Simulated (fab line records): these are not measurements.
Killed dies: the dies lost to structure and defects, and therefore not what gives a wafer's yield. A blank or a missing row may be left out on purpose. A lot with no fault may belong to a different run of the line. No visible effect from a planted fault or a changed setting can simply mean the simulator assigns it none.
fab line records / flow n5Finfet / part 2 of 2: steps 23 to 31 of 31
record: lots: 5 wafers: 15 lastDay: 19
route steps=1938 shown BEOL_M14@1739
lots with no fault: from the same line, run without faults
startH: hours from the record's first day to the start of the lot's first wafer shown / waitH: hours from the lot's prior step to this one / " repeats the value in the row above / L1.1+2: a single row standing in for several wafers / - no value present, or no start provided / * or withheld: withheld / < > ~ a bound
route shown NAME@n: NAME is a module with steps in the file, n the number in the route of the first one / usual: mean and standard deviation over wafers with no fault / same: alike in all rows / chamber/n: place in a boat / sites: per-site readings / _std_site: the standard deviation of these / _edge_site: the outer-site mean with the inner-site mean subtracted / radiusMm: for every site, how far away it sits from the centre of the wafer / mask NAME#n: copy n / behind: the last tool/chamber to shape the wafer / hold: why the lot went on hold/how many hours it stayed there/how the hold came to an end / device: transistor that didn't switch, given as n, p or np / end of line: at the end of the route, the tests of the same wafers / a step without rows: its recipe alone / killed: dies that structure and defects cost at the first sort, which is not the same as the wafer's yield / map: dies across one wafer; x = killed, . = not, _ = none there
set.NAME: setting as actually run; set.NAME@STEP: the setting as run at that earlier step / model.NAME: the simulator's own value behind a step, which no gauge read
lots at selected steps of the route; one table per step, one row per wafer
services: from which hour (startH, from the record's first day; less than 0 if before it) a tool's chamber was out of use, for how many hours, and why
== steps ==
step: N5_BEOL_M14_PRE_CLEAN_42
recipe: gas: H2/He timeS: 30 tempC: 300
usual: heaterPowerW: 466/39 susceptorTempC: 299.98/0.19
lot.wafer=L081.1 tool=pvdSputter-02 chamber=- startH=301.50 waitH=0.0 heaterPowerW=451 susceptorTempC=299.93
lot.wafer=L081.3 tool=pvdSputter-02 chamber=- startH=301.50 waitH=0.0 heaterPowerW=505 susceptorTempC=299.83
lot.wafer=L081.6 tool=pvdSputter-02 chamber=- startH=301.50 waitH=0.0 heaterPowerW=454 susceptorTempC=300.35
lot.wafer=L091.1 tool=pvdSputter-02 chamber=- startH=388.16 waitH=0.0 heaterPowerW=460 susceptorTempC=299.90
lot.wafer=L091.3 tool=pvdSputter-02 chamber=- startH=388.16 waitH=0.0 heaterPowerW=442 susceptorTempC=299.79
lot.wafer=L091.5 tool=pvdSputter-02 chamber=- startH=388.16 waitH=0.0 heaterPowerW=448 susceptorTempC=299.90
lot.wafer=L094.1 tool=pvdSputter-02 chamber=- startH=393.70 waitH=0.0 heaterPowerW=462 susceptorTempC=299.96
lot.wafer=L094.4 tool=pvdSputter-02 chamber=- startH=393.70 waitH=0.0 heaterPowerW=439 susceptorTempC=299.86
lot.wafer=L094.5 tool=pvdSputter-02 chamber=- startH=393.70 waitH=0.0 heaterPowerW=505 susceptorTempC=299.72
lot.wafer=L093.2 tool=pvdSputter-02 chamber=- startH=398.64 waitH=0.0 heaterPowerW=469 susceptorTempC=299.91
lot.wafer=L093.3 tool=pvdSputter-02 chamber=- startH=398.64 waitH=0.0 heaterPowerW=514 susceptorTempC=299.79
lot.wafer=L093.4 tool=pvdSputter-02 chamber=- startH=398.64 waitH=0.0 heaterPowerW=453 susceptorTempC=300.02
lot.wafer=L097.4 tool=pvdSputter-01 chamber=- startH=424.59 waitH=0.0 heaterPowerW=520 susceptorTempC=300.06
lot.wafer=L097.5 tool=pvdSputter-01 chamber=- startH=424.59 waitH=0.0 heaterPowerW=480 susceptorTempC=300.09
lot.wafer=L097.6 tool=pvdSputter-01 chamber=- startH=424.59 waitH=0.0 heaterPowerW=388 susceptorTempC=299.96
step: N5_BEOL_M14_SPUTTER_43
recipe: material: TaN targetThkA: 150 tempC: 50 biasV: 168.6 powerW: 15000 chamberPressurePa: 0.12 timeS: 24.19
usual: susceptorTempC: 50.01/0.1 throttleValvePct: 30.0/1.1
lot.wafer=L081.1 tool=pvdSputter-02 chamber=- startH=301.54 waitH=0.0 susceptorTempC=50.06 throttleValvePct=29.2
lot.wafer=L081.3 tool=pvdSputter-02 chamber=- startH=301.54 waitH=0.0 susceptorTempC=50.02 throttleValvePct=29.5
lot.wafer=L081.6 tool=pvdSputter-02 chamber=- startH=301.54 waitH=0.0 susceptorTempC=50.21 throttleValvePct=28.6
lot.wafer=L091.1 tool=pvdSputter-02 chamber=- startH=388.20 waitH=0.0 susceptorTempC=49.97 throttleValvePct=29.0
lot.wafer=L091.3 tool=pvdSputter-02 chamber=- startH=388.20 waitH=0.0 susceptorTempC=49.99 throttleValvePct=29.3
lot.wafer=L091.5 tool=pvdSputter-02 chamber=- startH=388.20 waitH=0.0 susceptorTempC=49.98 throttleValvePct=28.8
lot.wafer=L094.1 tool=pvdSputter-02 chamber=- startH=393.74 waitH=0.0 susceptorTempC=49.83 throttleValvePct=28.8
lot.wafer=L094.4 tool=pvdSputter-02 chamber=- startH=393.74 waitH=0.0 susceptorTempC=50.07 throttleValvePct=29.1
lot.wafer=L094.5 tool=pvdSputter-02 chamber=- startH=393.74 waitH=0.0 susceptorTempC=50.20 throttleValvePct=29.4
lot.wafer=L093.2 tool=pvdSputter-02 chamber=- startH=398.68 waitH=0.0 susceptorTempC=49.92 throttleValvePct=28.3
lot.wafer=L093.3 tool=pvdSputter-02 chamber=- startH=398.68 waitH=0.0 susceptorTempC=50.08 throttleValvePct=29.4
lot.wafer=L093.4 tool=pvdSputter-02 chamber=- startH=398.68 waitH=0.0 susceptorTempC=49.96 throttleValvePct=29.1
lot.wafer=L097.4 tool=pvdSputter-01 chamber=- startH=424.63 waitH=0.0 susceptorTempC=50.06 throttleValvePct=31.3
lot.wafer=L097.5 tool=pvdSputter-01 chamber=- startH=424.63 waitH=0.0 susceptorTempC=50.03 throttleValvePct=31.1
lot.wafer=L097.6 tool=pvdSputter-01 chamber=- startH=424.63 waitH=0.0 susceptorTempC=50.11 throttleValvePct=31.1
step: N5_BEOL_M14_SPUTTER_44
recipe: material: Ta targetThkA: 150 tempC: 50 biasV: 80 powerW: 15000 chamberPressurePa: 0.07 timeS: 24.19
usual: susceptorTempC: 50.01/0.11 throttleValvePct: 30.0/1.1
lot.wafer=L081.1 tool=pvdSputter-02 chamber=- startH=301.62 waitH=0.0 susceptorTempC=49.86 throttleValvePct=28.8
lot.wafer=L081.3 tool=pvdSputter-02 chamber=- startH=301.62 waitH=0.0 susceptorTempC=49.91 throttleValvePct=29.4
lot.wafer=L081.6 tool=pvdSputter-02 chamber=- startH=301.62 waitH=0.0 susceptorTempC=50.14 throttleValvePct=28.6
lot.wafer=L091.1 tool=pvdSputter-02 chamber=- startH=388.28 waitH=0.0 susceptorTempC=49.94 throttleValvePct=28.6
lot.wafer=L091.3 tool=pvdSputter-02 chamber=- startH=388.28 waitH=0.0 susceptorTempC=50.22 throttleValvePct=29.3
lot.wafer=L091.5 tool=pvdSputter-02 chamber=- startH=388.28 waitH=0.0 susceptorTempC=50.10 throttleValvePct=29.2
lot.wafer=L094.1 tool=pvdSputter-02 chamber=- startH=393.82 waitH=0.0 susceptorTempC=50.04 throttleValvePct=28.5
lot.wafer=L094.4 tool=pvdSputter-02 chamber=- startH=393.82 waitH=0.0 susceptorTempC=50.15 throttleValvePct=29.4
lot.wafer=L094.5 tool=pvdSputter-02 chamber=- startH=393.82 waitH=0.0 susceptorTempC=49.74 throttleValvePct=29.5
lot.wafer=L093.2 tool=pvdSputter-02 chamber=- startH=398.76 waitH=0.0 susceptorTempC=50.07 throttleValvePct=28.7
lot.wafer=L093.3 tool=pvdSputter-02 chamber=- startH=398.76 waitH=0.0 susceptorTempC=50.12 throttleValvePct=29.2
lot.wafer=L093.4 tool=pvdSputter-02 chamber=- startH=398.76 waitH=0.0 susceptorTempC=49.97 throttleValvePct=29.1
lot.wafer=L097.4 tool=pvdSputter-01 chamber=- startH=424.71 waitH=0.0 susceptorTempC=50.12 throttleValvePct=31.4
lot.wafer=L097.5 tool=pvdSputter-01 chamber=- startH=424.71 waitH=0.0 susceptorTempC=49.86 throttleValvePct=30.9
lot.wafer=L097.6 tool=pvdSputter-01 chamber=- startH=424.71 waitH=0.0 susceptorTempC=50.09 throttleValvePct=31.2
step: N5_BEOL_M14_SPUTTER_45
recipe: material: Cu targetThkA: 1000 tempC: -20 biasV: 60 powerW: 26000 chamberPressurePa: 0.13 timeS: 16.67
usual: susceptorTempC: -20.00/0.12 throttleValvePct: 30.0/1.1
lot.wafer=L081.1 tool=pvdSputter-02 chamber=- startH=301.70 waitH=0.0 susceptorTempC=-20.07 throttleValvePct=29.3
lot.wafer=L081.3 tool=pvdSputter-02 chamber=- startH=301.70 waitH=0.0 susceptorTempC=-20.12 throttleValvePct=29.6
lot.wafer=L081.6 tool=pvdSputter-02 chamber=- startH=301.70 waitH=0.0 susceptorTempC=-19.85 throttleValvePct=28.8
lot.wafer=L091.1 tool=pvdSputter-02 chamber=- startH=388.36 waitH=0.0 susceptorTempC=-20.05 throttleValvePct=28.7
lot.wafer=L091.3 tool=pvdSputter-02 chamber=- startH=388.36 waitH=0.0 susceptorTempC=-19.98 throttleValvePct=29.4
lot.wafer=L091.5 tool=pvdSputter-02 chamber=- startH=388.36 waitH=0.0 susceptorTempC=-19.97 throttleValvePct=28.8
lot.wafer=L094.1 tool=pvdSputter-02 chamber=- startH=393.90 waitH=0.0 susceptorTempC=-19.91 throttleValvePct=28.8
lot.wafer=L094.4 tool=pvdSputter-02 chamber=- startH=393.90 waitH=0.0 susceptorTempC=-19.92 throttleValvePct=29.4
lot.wafer=L094.5 tool=pvdSputter-02 chamber=- startH=393.90 waitH=0.0 susceptorTempC=-20.01 throttleValvePct=29.4
lot.wafer=L093.2 tool=pvdSputter-02 chamber=- startH=398.84 waitH=0.0 susceptorTempC=-20.03 throttleValvePct=28.7
lot.wafer=L093.3 tool=pvdSputter-02 chamber=- startH=398.84 waitH=0.0 susceptorTempC=-19.98 throttleValvePct=29.4
lot.wafer=L093.4 tool=pvdSputter-02 chamber=- startH=398.84 waitH=0.0 susceptorTempC=-20.18 throttleValvePct=29.1
lot.wafer=L097.4 tool=pvdSputter-01 chamber=- startH=424.79 waitH=0.0 susceptorTempC=-19.94 throttleValvePct=31.4
lot.wafer=L097.5 tool=pvdSputter-01 chamber=- startH=424.79 waitH=0.0 susceptorTempC=-20.11 throttleValvePct=31.1
lot.wafer=L097.6 tool=pvdSputter-01 chamber=- startH=424.79 waitH=0.0 susceptorTempC=-20.11 throttleValvePct=31.3
step: N5_BEOL_M14_ECD_47
recipe: material: Cu targetThkA: 12480
lot.wafer=L081.1+3+6 tool=ecdCu-02 chamber=1,1,0 startH=301.81 waitH=0.1
lot.wafer=L091.1+3+5 tool=ecdCu-02 chamber=1,1,0 startH=388.47 waitH=0.1
lot.wafer=L094.1+4+5 tool=ecdCu-02 chamber=0,1,0 startH=394.02 waitH=0.1
lot.wafer=L093.2+3+4 tool=ecdCu-01 chamber=1,0,1 startH=398.96 waitH=0.1
lot.wafer=L097.4+5+6 tool=ecdCu-02 chamber=0,1,0 startH=424.97 waitH=0.1
step: N5_BEOL_M14_ANNEAL_48
recipe: tempC: 225 timeS: 90 ambient: N2
usual: wafer_temp_C_max: 226.6/0.46
lot.wafer=L081.1 tool=rtpAnneal-02 chamber=0 startH=302.54 waitH=0.7 wafer_temp_C_max=226.4
lot.wafer=L081.3 tool=rtpAnneal-02 chamber=0 startH=302.54 waitH=0.7 wafer_temp_C_max=226.1
lot.wafer=L081.6 tool=rtpAnneal-02 chamber=0 startH=302.54 waitH=0.7 wafer_temp_C_max=226.3
lot.wafer=L091.1 tool=rtpAnneal-01 chamber=0 startH=388.66 waitH=0.1 wafer_temp_C_max=226.9
lot.wafer=L091.3 tool=rtpAnneal-01 chamber=0 startH=388.66 waitH=0.1 wafer_temp_C_max=226.4
lot.wafer=L091.5 tool=rtpAnneal-01 chamber=0 startH=388.66 waitH=0.1 wafer_temp_C_max=226.9
lot.wafer=L094.1 tool=rtpAnneal-02 chamber=0 startH=394.57 waitH=0.5 wafer_temp_C_max=226.4
lot.wafer=L094.4 tool=rtpAnneal-02 chamber=0 startH=394.57 waitH=0.5 wafer_temp_C_max=226.2
lot.wafer=L094.5 tool=rtpAnneal-02 chamber=0 startH=394.57 waitH=0.5 wafer_temp_C_max=226.0
lot.wafer=L093.2 tool=rtpAnneal-02 chamber=0 startH=399.20 waitH=0.2 wafer_temp_C_max=226.0
lot.wafer=L093.3 tool=rtpAnneal-02 chamber=0 startH=399.20 waitH=0.2 wafer_temp_C_max=225.8
lot.wafer=L093.4 tool=rtpAnneal-02 chamber=0 startH=399.20 waitH=0.2 wafer_temp_C_max=226.5
lot.wafer=L097.4 tool=rtpAnneal-01 chamber=0 startH=425.24 waitH=0.2 wafer_temp_C_max=227.5
lot.wafer=L097.5 tool=rtpAnneal-01 chamber=0 startH=425.24 waitH=0.2 wafer_temp_C_max=227.2
lot.wafer=L097.6 tool=rtpAnneal-01 chamber=0 startH=425.24 waitH=0.2 wafer_temp_C_max=227.2
step: N5_BEOL_M14_CMP_49
recipe: stopOn: SiO2 tOverpolishS: 5.2 downForcePsi: 2 platenRpm: 80 clearingPlatenDownForcePsi: 2 clearingPlatenRpm: 80 postCmpClean: cuAlkaline targetThkNm: 560 clearingPlatenPadVelocityMS: 1.5917 padVelocityMS: 1.5917
usual: barrierFieldEndpointS: 11.45/0.27 clearingPlatenDownForcePsi: 2.001/0.004 headPressurePsi: 2.000/0.0043 motorCurrentA: 7.8/0.71 overpolishRunS: 5.199/0.0096 timeToEndpointS: 123/4
lot.wafer=L081.1 tool=cmp-01 chamber=0 startH=302.88 waitH=0.3 barrierFieldEndpointS=11.17 clearingPlatenDownForcePsi=1.998 headPressurePsi=2.002 motorCurrentA=6.9 overpolishRunS=5.192 timeToEndpointS=120
lot.wafer=L081.3 tool=cmp-01 chamber=2 startH=302.88 waitH=0.3 barrierFieldEndpointS=11.02 clearingPlatenDownForcePsi=1.998 headPressurePsi=1.996 motorCurrentA=7.0 overpolishRunS=5.198 timeToEndpointS=119
lot.wafer=L081.6 tool=cmp-01 chamber=3 startH=302.88 waitH=0.3 barrierFieldEndpointS=11.53 clearingPlatenDownForcePsi=2.002 headPressurePsi=2.006 motorCurrentA=8.2 overpolishRunS=5.190 timeToEndpointS=126
lot.wafer=L091.3 tool=cmp-03 chamber=2 startH=389.00 waitH=0.2 barrierFieldEndpointS=11.19 clearingPlatenDownForcePsi=1.998 headPressurePsi=1.996 motorCurrentA=7.4 overpolishRunS=5.191 timeToEndpointS=121
lot.wafer=L091.1 tool=cmp-03 chamber=0 startH=389.00 waitH=0.2 barrierFieldEndpointS=11.22 clearingPlatenDownForcePsi=1.998 headPressurePsi=1.998 motorCurrentA=7.8 overpolishRunS=5.207 timeToEndpointS=123
lot.wafer=L091.5 tool=cmp-03 chamber=1 startH=389.00 waitH=0.2 barrierFieldEndpointS=11.22 clearingPlatenDownForcePsi=2.006 headPressurePsi=2.003 motorCurrentA=9.2 overpolishRunS=5.198 timeToEndpointS=123
lot.wafer=L094.1 tool=cmp-02 chamber=0 startH=394.90 waitH=0.3 barrierFieldEndpointS=10.84 clearingPlatenDownForcePsi=2.001 headPressurePsi=1.998 motorCurrentA=9.0 overpolishRunS=5.204 timeToEndpointS=115
lot.wafer=L094.4 tool=cmp-02 chamber=1 startH=394.90 waitH=0.3 barrierFieldEndpointS=11.12 clearingPlatenDownForcePsi=1.998 headPressurePsi=1.993 motorCurrentA=7.4 overpolishRunS=5.185 timeToEndpointS=118
lot.wafer=L094.5 tool=cmp-02 chamber=3 startH=394.90 waitH=0.3 barrierFieldEndpointS=11.32 clearingPlatenDownForcePsi=1.997 headPressurePsi=1.990 motorCurrentA=7.6 overpolishRunS=5.211 timeToEndpointS=123
lot.wafer=L093.4 tool=cmp-01 chamber=2 startH=399.45 waitH=0.1 barrierFieldEndpointS=11.36 clearingPlatenDownForcePsi=1.997 headPressurePsi=1.994 motorCurrentA=7.0 overpolishRunS=5.206 timeToEndpointS=122
lot.wafer=L093.3 tool=cmp-01 chamber=0 startH=399.45 waitH=0.1 barrierFieldEndpointS=11.17 clearingPlatenDownForcePsi=2.005 headPressurePsi=2.001 motorCurrentA=6.6 overpolishRunS=5.203 timeToEndpointS=121
lot.wafer=L093.2 tool=cmp-01 chamber=1 startH=399.45 waitH=0.1 barrierFieldEndpointS=11.42 clearingPlatenDownForcePsi=2.000 headPressurePsi=2.006 motorCurrentA=7.9 overpolishRunS=5.205 timeToEndpointS=124
lot.wafer=L097.4 tool=cmp-01 chamber=2 startH=425.40 waitH=0.1 barrierFieldEndpointS=11.59 clearingPlatenDownForcePsi=2.000 headPressurePsi=2.003 motorCurrentA=7.0 overpolishRunS=5.190 timeToEndpointS=123
lot.wafer=L097.6 tool=cmp-01 chamber=2 startH=425.40 waitH=0.1 barrierFieldEndpointS=11.17 clearingPlatenDownForcePsi=2.005 headPressurePsi=2.000 motorCurrentA=7.1 overpolishRunS=5.198 timeToEndpointS=119
lot.wafer=L097.5 tool=cmp-01 chamber=3 startH=425.40 waitH=0.1 barrierFieldEndpointS=11.48 clearingPlatenDownForcePsi=2.000 headPressurePsi=1.998 motorCurrentA=7.9 overpolishRunS=5.190 timeToEndpointS=126
step: N5_BEOL_M14_THK_MEAS_50
recipe: thkMeasGauge: xrf reads: Cu_of_BEOL_M14_ECD_47
usual: M14_THK: 567/14
lot.wafer=L081.1 tool=filmMetro-02 chamber=- startH=303.13 waitH=- M14_THK[nm]=546
lot.wafer=L081.3 tool=filmMetro-02 chamber=- startH=303.13 waitH=- M14_THK[nm]=580
lot.wafer=L081.6 tool=filmMetro-02 chamber=- startH=303.13 waitH=- M14_THK[nm]=576
lot.wafer=L091.1 tool=filmMetro-02 chamber=- startH=389.26 waitH=- M14_THK[nm]=578
lot.wafer=L091.3 tool=filmMetro-02 chamber=- startH=389.26 waitH=- M14_THK[nm]=555
lot.wafer=L091.5 tool=filmMetro-02 chamber=- startH=389.26 waitH=- M14_THK[nm]=554
lot.wafer=L094.1 tool=filmMetro-01 chamber=- startH=395.16 waitH=- M14_THK[nm]=540
lot.wafer=L094.4 tool=filmMetro-01 chamber=- startH=395.16 waitH=- M14_THK[nm]=541
lot.wafer=L094.5 tool=filmMetro-01 chamber=- startH=395.16 waitH=- M14_THK[nm]=564
lot.wafer=L093.2 tool=filmMetro-02 chamber=- startH=399.74 waitH=- M14_THK[nm]=569
lot.wafer=L093.3 tool=filmMetro-02 chamber=- startH=399.74 waitH=- M14_THK[nm]=537
lot.wafer=L093.4 tool=filmMetro-02 chamber=- startH=399.74 waitH=- M14_THK[nm]=572
lot.wafer=L097.4 tool=filmMetro-01 chamber=- startH=425.69 waitH=- M14_THK[nm]=571
lot.wafer=L097.5 tool=filmMetro-01 chamber=- startH=425.69 waitH=- M14_THK[nm]=571
lot.wafer=L097.6 tool=filmMetro-01 chamber=- startH=425.69 waitH=- M14_THK[nm]=572
step: N5_BEOL_M14_PRE_CLEAN_52
recipe: gas: NH3 timeS: 15 tempC: withheld rfPowerW: 300
lot.wafer=L081.1+3+6 tool=pecvd-03 chamber=1,2,1 startH=303.17 waitH=0.0
lot.wafer=L091.1+3+5 tool=pecvd-01 chamber=2 startH=389.29 waitH=0.0
lot.wafer=L094.1+4+5 tool=pecvd-03 chamber=1,2,0 startH=395.19 waitH=0.0
lot.wafer=L093.2+3+4 tool=pecvd-04 chamber=0,0,2 startH=399.78 waitH=0.0
lot.wafer=L097.4+5+6 tool=pecvd-03 chamber=2,1,0 startH=425.74 waitH=0.0
== services ==
tool=cmp-02 chamber=- startH=272.87 hours=2.5 kind=repair
tool=rieDiel-05 chamber=1 startH=276.52 hours=6.8 kind=repair
tool=krfScanner-01 chamber=- startH=278.00 hours=4.1 kind=repair
tool=wetBench-02 chamber=- startH=296.68 hours=1.9 kind=pm
tool=cmp-02 chamber=- startH=303.82 hours=0.9 kind=repair
tool=krfScanner-01 chamber=- startH=306.98 hours=1.3 kind=pm
tool=wetBench-03 chamber=- startH=311.85 hours=1.9 kind=pm
tool=rieDiel-05 chamber=2 startH=314.84 hours=9.9 kind=repair
tool=krfScanner-02 chamber=- startH=318.54 hours=0.8 kind=pm
tool=ecdCu-01 chamber=- startH=323.62 hours=1.7 kind=repair
tool=pecvd-03 chamber=- startH=324.74 hours=0.7 kind=repair
tool=cmp-03 chamber=- startH=324.96 hours=4.0 kind=pm
tool=cmp-02 chamber=- startH=327.71 hours=16.8 kind=pm
tool=rieDiel-04 chamber=- startH=349.59 hours=0.2 kind=repair
tool=krfScanner-02 chamber=- startH=350.95 hours=1.3 kind=pm
tool=rieDiel-04 chamber=1 startH=363.68 hours=6.5 kind=repair
tool=rieDiel-05 chamber=3 startH=386.33 hours=11.0 kind=repair
tool=rieDiel-06 chamber=3 startH=389.38 hours=10.4 kind=repair
tool=krfScanner-02 chamber=- startH=391.57 hours=1.0 kind=pm
tool=pvdSputter-01 chamber=- startH=396.40 hours=1.4 kind=repair
tool=pvdSputter-02 chamber=- startH=410.52 hours=0.9 kind=repair
tool=pvdSputter-02 chamber=- startH=415.84 hours=1.9 kind=repair
tool=pvdSputter-01 chamber=- startH=421.49 hours=1.7 kind=repair
tool=rieDiel-04 chamber=- startH=424.54 hours=2.8 kind=pm
